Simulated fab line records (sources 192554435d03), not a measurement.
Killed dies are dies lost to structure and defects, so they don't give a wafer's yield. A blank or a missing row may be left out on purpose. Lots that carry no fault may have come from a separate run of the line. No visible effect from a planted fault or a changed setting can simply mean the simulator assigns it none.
The tool behind it: which one? -- flow n5_finfet -- 66 wafers from 22 lots sampled at 5 of the route's 1938 steps

== WHAT EACH GAUGE READ, for each wafer ==
N5_BEOL_M7_OVL_MEAS_12. Usual: for M7_OVL the level is 0.2 nm and the standard deviation is 0.67.
lot,measured,on,M7_OVL (nm),flag
L074,day 9 11:11,overlay-01,-0.7 0.8 -0.1,
L075,day 9 16:41,overlay-01,-0.5 0.1 -0.5,
L076,day 10 00:35,overlay-01,1.0 -0.1 0.2,
L077,day 10 03:50,overlay-02,-0.6 0.3 -0.8,
L078,day 10 04:08,overlay-01,-0.4 0.4 0.1,
L080,day 10 21:25,overlay-02,0.2 0.9 1.3,
L079,day 10 23:40,overlay-02,0.6 0.1 -0.1,
L083,day 11 10:59,overlay-01,0.8 -0.7 0.9,
L082,day 11 15:58,overlay-02,1.4 0.4 0.7,
L084,day 12 04:58,overlay-02,0.3 1.3 1.0,
L085,day 12 08:31,overlay-02,0.8 0.4 0.5,
L087,day 12 18:26,overlay-02,0.3 0.8 -0.4,
L088,day 13 01:58,overlay-01,-1.1 0.1 -1.3,
L089,day 13 02:08,overlay-01,0.0 0.1 0.0,
L090,day 13 05:44,overlay-01,-1.1 0.6 0.1,
L091,day 13 22:17,overlay-02,-0.3 -0.2 0.4,
L093,day 14 02:22,overlay-02,0.4 0.3 0.8,
L092,day 14 06:58,overlay-01,1.7 0.7 0.5,
L095,day 14 22:08,overlay-01,1.3 1.5 1.7,
L094,day 15 02:01,overlay-02,-0.3 -0.3 -0.2,
L097,day 15 11:46,overlay-02,-0.2 -0.4 -0.7,
L096,day 15 11:59,overlay-02,0.2 0.8 -0.3,

N5_BEOL_M7_INSPECT_30: inspects for defects (brightfield). Usual: raw_defect_count at 404, with a standard deviation of 96.
lot,measured,on,raw_defect_count,flag
L074,day 9 15:20,defect_inspect-01,409 547 402,
L075,day 9 19:10,defect_inspect-02,422 345 371,
L076,day 10 01:52,defect_inspect-01,226 302 227,
L077,day 10 06:13,defect_inspect-02,418 454 488,
L078,day 10 06:23,defect_inspect-01,404 435 424,
L080,day 10 23:04,defect_inspect-02,618 406 793,
L079,day 11 01:10,defect_inspect-02,380 299 405,
L083,day 11 12:11,defect_inspect-02,363 382 569,
L082,day 11 20:56,defect_inspect-01,272 369 432,
L084,day 12 07:08,defect_inspect-01,383 339 275,
L085,day 12 10:55,defect_inspect-02,270 418 339,
L087,day 12 19:50,defect_inspect-01,357 338 391,
L088,day 13 04:45,defect_inspect-02,411 416 228,
L089,day 13 04:55,defect_inspect-02,299 283 494,
L090,day 13 07:04,defect_inspect-01,330 383 394,
L091,day 14 01:11,defect_inspect-01,484 520 517,
L093,day 14 03:55,defect_inspect-01,404 392 310,
L092,day 14 09:56,defect_inspect-01,366 435 434,
L095,day 15 01:22,defect_inspect-01,292 381 283,
L094,day 15 04:35,defect_inspect-02,367 391 247,
L097,day 15 13:51,defect_inspect-02,409 593 592,
L096,day 15 14:01,defect_inspect-01,401 526 463,

== TOOL THAT RAN EACH LOT (tool first, then ch and the chambers of the sampled wafers, then the start) ==
lot,N5_BEOL_M6_STRIP_36,N5_BEOL_M6_ANNEAL_51,N5_BEOL_M7_ETCH_61
L074,"rie_diel-01 ch 0,1,2, day 9 05:09","rtp_anneal-02 ch 0, day 9 07:48","rie_diel-06 ch 0,1, day 9 11:16"
L075,"rie_diel-02 ch 0,1, day 9 09:04","rtp_anneal-02 ch 0, day 9 11:43","rie_diel-03 ch 0,2, day 9 16:46"
L076,"rie_diel-01 ch 1,3, day 9 19:27","rtp_anneal-01 ch 0, day 9 21:39","rie_diel-03 ch 1,2, day 10 00:41"
L077,"rie_diel-04 ch 2,3, day 9 23:22","rtp_anneal-02 ch 0, day 10 01:23","rie_diel-03 ch 1,2,3, day 10 03:56"
L078,"rie_diel-04 ch 1,2,3, day 9 23:46","rtp_anneal-02 ch 0, day 10 01:50","rie_diel-03 ch 0,1,2, day 10 04:13"
L080,"rie_diel-02 ch 0,1,2, day 10 14:51","rtp_anneal-01 ch 0, day 10 18:20","rie_diel-06 ch 1,3, day 10 21:35"
L079,"rie_diel-04 ch 0,2, day 10 17:17","rtp_anneal-02 ch 0, day 10 20:36","rie_diel-05 ch 1,2,3, day 11 00:16"
L083,"rie_diel-02 ch 1,2,3, day 11 06:26","rtp_anneal-01 ch 0, day 11 08:16","rie_diel-06 ch 0,2,3, day 11 11:05"
L082,"rie_diel-01 ch 1,3, day 11 09:56","rtp_anneal-01 ch 0, day 11 12:17","rie_diel-03 ch 0,2, day 11 16:24"
L084,"rie_diel-04 ch 0,2,3, day 11 23:11","rtp_anneal-01 ch 0, day 12 02:09","rie_diel-03 ch 0,1,2, day 12 05:06"
L085,"rie_diel-01 ch 0,1, day 12 03:55","rtp_anneal-01 ch 0, day 12 06:03","rie_diel-06 ch 1,2,3, day 12 09:55"
L087,"rie_diel-02 ch 2,3, day 12 14:38","rtp_anneal-02 ch 0, day 12 16:32","rie_diel-05 ch 0,2, day 12 18:47"
L088,"rie_diel-04 ch 0,1,2, day 12 20:27","rtp_anneal-02 ch 0, day 12 23:14","rie_diel-03 ch 0,1,2, day 13 02:21"
L089,"rie_diel-01 ch 2,3, day 12 20:52","rtp_anneal-01 ch 0, day 12 23:39","rie_diel-06 ch 0,1,2, day 13 02:41"
L090,"rie_diel-02 ch 0,2,3, day 12 22:49","rtp_anneal-02 ch 0, day 13 01:59","rie_diel-05 ch 0,1,3, day 13 05:49"
L091,"rie_diel-01 ch 1,2,3, day 13 15:35","rtp_anneal-01 ch 0, day 13 18:41","rie_diel-03 ch 0,2,3, day 13 22:52"
L093,"rie_diel-01 ch 1,2, day 13 21:08","rtp_anneal-01 ch 0, day 13 23:50","rie_diel-05 ch 0,2,3, day 14 02:50"
L092,"rie_diel-04 ch 0,2,3, day 13 23:15","rtp_anneal-02 ch 0, day 14 02:44","rie_diel-06 ch 0,1,2, day 14 07:03"
L095,"rie_diel-01 ch 0,1,2, day 14 15:04","rtp_anneal-02 ch 0, day 14 19:28","rie_diel-05 ch 1,2, day 14 22:14"
L094,"rie_diel-04 ch 1,2, day 14 18:16","rtp_anneal-02 ch 0, day 14 21:31","rie_diel-06 ch 1,2, day 15 02:33"
L097,"rie_diel-01 ch 0,2,3, day 15 01:38","rtp_anneal-02 ch 0, day 15 05:45","rie_diel-05 ch 0,2,3, day 15 12:03"
L096,"rie_diel-02 ch 2,3, day 15 05:20","rtp_anneal-02 ch 0, day 15 08:56","rie_diel-03 ch 0,1,3, day 15 12:23"
- N5_BEOL_M6_STRIP_36: strips in N2/H2.
- N5_BEOL_M6_ANNEAL_51: time 90 s.
- N5_BEOL_M7_ETCH_61: etches SiARC in CF4, target depth 45.5 nm, time 75.8 s.

== WHAT THE TOOLS THEMSELVES READ (means of the sampled wafers that have a number; where no wafer has one, the mark that the record gives instead) ==
N5_BEOL_M6_STRIP_36. Usual: drypump_motor_current_A 5.6 A, standard deviation 0.43; oes_product_au 0.77 a.u., standard deviation 0.061; power_w 449.9 W, standard deviation 1.3; rf_vpp_V 59.1 V, standard deviation 1.5; showerhead_plenum_p_Torr 2.54 Torr, standard deviation 0.1; throttle_valve_pct 23.7 %, standard deviation 0.32.
lot,tool,drypump_motor_current_A (A),oes_product_au (a.u.),power_w (W),rf_vpp_V (V),showerhead_plenum_p_Torr (Torr),throttle_valve_pct (%),flag
L074,rie_diel-01,5.9,0.78,449.7,58.1,2.47,23.3,
L075,rie_diel-02,5.5,0.75,449.7,59.4,2.50,23.7,
L076,rie_diel-01,5.7,0.76,450.6,59.4,2.44,23.4,
L077,rie_diel-04,5.4,0.77,449.1,59.4,2.62,23.9,
L078,rie_diel-04,5.4,0.78,449.2,59.2,2.59,23.8,
L080,rie_diel-02,5.7,0.75,449.9,59.2,2.55,23.8,
L079,rie_diel-04,5.0,0.91,450.3,59.4,2.65,24.0,
L083,rie_diel-02,5.3,0.77,449.6,58.3,2.61,23.9,
L082,rie_diel-01,5.6,0.74,449.3,58.5,2.44,23.7,
L084,rie_diel-04,5.3,0.82,449.2,59.7,2.65,23.9,
L085,rie_diel-01,6.1,0.75,450.0,59.3,2.41,23.4,
L087,rie_diel-02,5.4,0.77,449.7,59.1,2.65,24.1,
L088,rie_diel-04,5.4,0.84,450.0,59.5,2.62,23.8,
L089,rie_diel-01,5.5,0.74,450.5,58.6,2.48,23.8,
L090,rie_diel-02,5.6,0.77,451.1,58.7,2.56,23.9,
L091,rie_diel-01,5.6,0.74,451.8,59.1,2.47,23.6,
L093,rie_diel-01,5.7,0.76,448.4,58.4,2.46,23.2,
L092,rie_diel-04,5.3,0.80,449.2,59.9,2.64,23.9,
L095,rie_diel-01,5.9,0.74,450.2,57.4,2.45,23.4,
L094,rie_diel-04,5.4,0.78,451.3,58.1,2.55,23.8,
L097,rie_diel-01,5.8,0.73,449.7,57.8,2.46,23.7,
L096,rie_diel-02,5.2,0.77,449.4,59.1,2.62,24.0,

N5_BEOL_M6_ANNEAL_51. Usual: anneal_temp_c 224.97 C, standard deviation 0.17; wafer_temp_C_max 225.80, standard deviation 0.23.
lot,tool,anneal_temp_c (C),wafer_temp_C_max,flag
L074,rtp_anneal-02,225.00,225.63,
L075,rtp_anneal-02,224.84,226.22,
L076,rtp_anneal-01,225.19,225.80,
L077,rtp_anneal-02,225.04,226.04,
L078,rtp_anneal-02,224.92,225.93,
L080,rtp_anneal-01,224.88,225.54,
L079,rtp_anneal-02,225.03,226.00,
L083,rtp_anneal-01,224.75,226.01,
L082,rtp_anneal-01,225.10,225.64,
L084,rtp_anneal-01,225.12,225.61,
L085,rtp_anneal-01,224.93,225.48,
L087,rtp_anneal-02,225.19,225.85,
L088,rtp_anneal-02,224.99,225.90,
L089,rtp_anneal-01,224.85,225.61,
L090,rtp_anneal-02,224.97,225.65,
L091,rtp_anneal-01,224.84,225.48,
L093,rtp_anneal-01,224.95,226.08,
L092,rtp_anneal-02,224.94,225.90,
L095,rtp_anneal-02,224.86,225.62,
L094,rtp_anneal-02,224.72,225.87,
L097,rtp_anneal-02,224.92,226.12,
L096,rtp_anneal-02,225.02,225.70,

N5_BEOL_M7_ETCH_61. Usual: bias_w 36.00 W, standard deviation 0.1; drypump_motor_current_A 5.8 A, standard deviation 0.31; etch_rf_on_time_s 75.4 s, standard deviation 3; oes_product_au 0.67 a.u., standard deviation 0.064; rf_fwd_power_W 539.6 W, standard deviation 2; rf_vpp_V 183.9 V, standard deviation 1.1; showerhead_plenum_p_Torr 2.12 Torr, standard deviation 0.074; throttle_valve_pct 15.67 %, standard deviation 0.19.
lot,tool,bias_w (W),drypump_motor_current_A (A),etch_rf_on_time_s (s),oes_product_au (a.u.),rf_fwd_power_W (W),rf_vpp_V (V),showerhead_plenum_p_Torr (Torr),throttle_valve_pct (%),flag
L074,rie_diel-06,35.96,5.6,75.9,0.71,541.7,183.9,2.08,15.40,
L075,rie_diel-03,36.08,6.3,76.3,0.70,540.1,183.2,2.08,15.45,
L076,rie_diel-03,36.07,6.0,73.0,0.62,539.9,183.4,2.08,15.68,
L077,rie_diel-03,36.06,5.9,74.4,0.64,538.5,183.4,2.09,15.76,
L078,rie_diel-03,35.89,6.2,73.9,0.67,540.9,184.2,2.10,15.58,
L080,rie_diel-06,36.07,5.7,73.8,0.65,538.2,183.2,2.05,15.63,
L079,rie_diel-05,35.98,5.7,77.5,0.64,540.8,184.2,2.18,15.78,
L083,rie_diel-06,35.96,5.6,74.3,0.73,541.6,183.9,2.14,15.46,
L082,rie_diel-03,36.04,6.2,75.2,0.64,539.5,183.4,2.05,15.59,
L084,rie_diel-03,35.99,6.1,73.4,0.66,539.4,183.1,2.09,15.61,
L085,rie_diel-06,35.93,5.6,73.1,0.70,540.2,184.0,2.13,15.60,
L087,rie_diel-05,36.05,5.4,76.3,0.71,540.2,184.8,2.17,15.86,
L088,rie_diel-03,35.93,6.1,74.1,0.65,538.6,182.9,2.09,15.63,
L089,rie_diel-06,36.10,5.5,75.9,0.70,539.6,184.1,2.14,15.52,
L090,rie_diel-05,35.97,5.8,75.7,0.68,539.7,185.2,2.19,15.81,
L091,rie_diel-03,35.97,6.0,76.2,0.64,540.0,184.1,2.06,15.70,
L093,rie_diel-05,35.95,5.6,79.6,0.65,537.9,183.8,2.16,15.88,
L092,rie_diel-06,36.13,5.5,75.4,0.70,538.4,183.4,2.13,15.55,
L095,rie_diel-05,36.00,5.6,76.4,0.60,539.8,184.9,2.18,15.78,
L094,rie_diel-06,35.99,5.5,73.9,0.67,538.5,183.4,2.12,15.67,
L097,rie_diel-05,36.00,5.6,77.9,0.66,539.6,184.9,2.16,15.90,
L096,rie_diel-03,36.00,6.0,76.6,0.65,539.4,182.6,2.08,15.75,

== THE ANSWER, worked out from the rows above alone ==
Rule: lot off if the mean of its wafers having a number is beyond 3 standard deviations from the usual mean. A lot without any number at a reading at which 4 lots or more have one is off too. Any other lot the step has rows for is counted as sound. Order of review: gauges by route order, followed by the tools' own readings, for which a lot's mean as printed above is used. The first step at which some lot is off is used, and at that step the reading that is off furthest; a lot without a number counts as furthest.
No lot is off at any reading shown: from this, nothing can be told.

== WHAT THE SIMULATOR PUT IN ==
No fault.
